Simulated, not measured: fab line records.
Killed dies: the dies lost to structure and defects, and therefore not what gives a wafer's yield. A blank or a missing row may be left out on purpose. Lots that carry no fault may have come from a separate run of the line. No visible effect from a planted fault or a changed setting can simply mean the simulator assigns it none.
Which tool did it?	flow n5-finfet	Sampling: 24 lots, 72 wafers, 3 of 1938 route steps

## WHAT EACH GAUGE READ, for each wafer
N5_BEOL_M13_INSPECT_12: inspects for defects (macro).
lot	measured	on	raw-defect-count
L074	day 11 15:58	defect-inspect-01	0 5 1
L076	day 11 22:53	defect-inspect-02	0 2 3
L075	day 12 03:56	defect-inspect-01	1 1 2
L077	day 12 04:43	defect-inspect-01	2 2 4
L078	day 12 06:52	defect-inspect-02	5 0 3
L079	day 12 21:02	defect-inspect-02	1 1 3
L080	day 13 02:52	defect-inspect-01	6 2 0
L083	day 13 11:17	defect-inspect-02	1 2 4
L081	day 13 12:02	defect-inspect-01	2 3 3
L082	day 13 15:53	defect-inspect-02	3 2 1
L086	day 13 21:29	defect-inspect-01	2 1 2
L084	day 13 23:05	defect-inspect-02	1 0 0
L087	day 14 17:01	defect-inspect-01	3 2 2
L088	day 14 23:47	defect-inspect-01	3 1 4
L089	day 15 00:00	defect-inspect-02	2 2 0
L085	day 15 00:14	defect-inspect-02	5 1 4
L090	day 15 06:16	defect-inspect-02	0 5 1
L091	day 15 09:35	defect-inspect-02	4 1 1
L092	day 15 23:55	defect-inspect-01	4 4 3
L094	day 16 14:35	defect-inspect-01	1 1 2
L093	day 16 14:55	defect-inspect-02	3 3 1
L097	day 17 00:38	defect-inspect-01	1 0 7
L095	day 17 00:51	defect-inspect-01	3 1 3
L096	day 17 11:41	defect-inspect-01	3 1 2

N5_BEOL_M13_CD_MEAS_28: target cd 209.5 nm.
lot	measured	on	cd-nm (nm)
L074	day 11 16:59	cd-sem-03	208.2 208.5 208.3
L076	day 11 23:53	cd-sem-01	209.7 209.8 209.8
L075	day 12 04:50	cd-sem-02	209.5 209.2 208.7
L077	day 12 05:37	cd-sem-01	207.9 208.5 207.2
L078	day 12 07:46	cd-sem-01	210.0 210.0 211.3
L079	day 12 22:04	cd-sem-03	208.5 208.1 208.5
L080	day 13 04:10	cd-sem-03	209.4 208.9 209.6
L083	day 13 12:32	cd-sem-02	208.9 210.1 208.8
L081	day 13 13:03	cd-sem-03	210.6 209.5 210.9
L082	day 13 16:47	cd-sem-02	211.0 209.1 210.1
L086	day 13 22:32	cd-sem-01	208.7 208.4 208.1
L084	day 14 00:12	cd-sem-01	211.5 210.4 211.7
L087	day 14 17:55	cd-sem-01	209.8 208.7 209.5
L088	day 15 00:48	cd-sem-02	209.4 208.3 209.9
L089	day 15 01:31	cd-sem-02	208.9 208.4 209.4
L085	day 15 01:43	cd-sem-01	209.3 209.6 210.6
L090	day 15 07:10	cd-sem-02	209.0 209.9 209.0
L091	day 15 10:29	cd-sem-03	209.4 208.9 209.3
L092	day 16 00:49	cd-sem-01	209.3 210.3 208.8
L094	day 16 15:36	cd-sem-01	208.9 209.5 210.0
L093	day 16 15:58	cd-sem-03	209.1 210.3 209.5
L097	day 17 01:46	cd-sem-03	209.6 209.4 209.0
L095	day 17 01:56	cd-sem-01	209.9 208.9 209.3
L096	day 17 12:43	cd-sem-01	209.3 209.1 209.7

N5_BEOL_M13_OCD_MEAS_35.
lot	measured	on	trench-depth-nm (nm)
L074	day 11 17:39	ocd-02	414 413 414
L076	day 12 00:34	ocd-02	424 418 419
L075	day 12 05:29	ocd-01	404 413 421
L077	day 12 06:22	ocd-02	417 415 428
L078	day 12 08:26	ocd-02	420 413 414
L079	day 12 22:44	ocd-01	408 411 409
L080	day 13 04:50	ocd-02	411 410 412
L083	day 13 13:11	ocd-02	398 404 408
L081	day 13 13:44	ocd-02	416 401 413
L082	day 13 17:27	ocd-02	407 410 405
L086	day 13 23:12	ocd-01	409 412 405
L084	day 14 00:52	ocd-02	402 411 409
L087	day 14 18:34	ocd-01	411 412 422
L088	day 15 01:31	ocd-01	423 414 424
L089	day 15 02:11	ocd-01	413 403 406
L085	day 15 02:23	ocd-02	419 418 408
L090	day 15 07:55	ocd-01	411 417 420
L091	day 15 11:23	ocd-02	424 418 417
L092	day 16 01:28	ocd-02	409 418 412
L094	day 16 16:16	ocd-02	410 420 408
L093	day 16 16:37	ocd-01	404 406 400
L097	day 17 02:35	ocd-02	423 422 413
L095	day 17 03:08	ocd-02	425 423 425
L096	day 17 13:23	ocd-01	418 410 403

## WHICH TOOL RAN EACH LOT (tool, then ch and the chambers of the sampled wafers, then the start)
No process step before these readings appears in the record.

## WHAT THE TOOLS THEMSELVES READ (means of the sampled wafers that have a number; where no wafer has one, the mark that the record gives instead)
The record holds no such reading with a usual standard deviation.

## THE ANSWER, worked out from the rows above alone
Rule: the lots themselves supply what counts as usual. Put in order of their means at a reading, lots are off if they are a third of the lots or fewer, leave a main group of 4 or more, and stand apart from it by a gap of 3 or more times the standard deviation of the main group's means; of several such gaps the widest counts. Not used: any main group whose means are identical at the precision the tables above print for the reading. Also off: a lot with no number at a reading for which 4 or more lots have one. The other lots that the step has rows for count as sound. The gauges are gone through in route order, then the tools' own readings, and for those a lot's mean is taken as printed above. At the first step where some lot is off, the reading lying furthest off is the one used; lots without a number count as furthest.
No lot is off on any of the readings shown, so nothing can be concluded from this.

## WHAT THE SIMULATOR PUT IN
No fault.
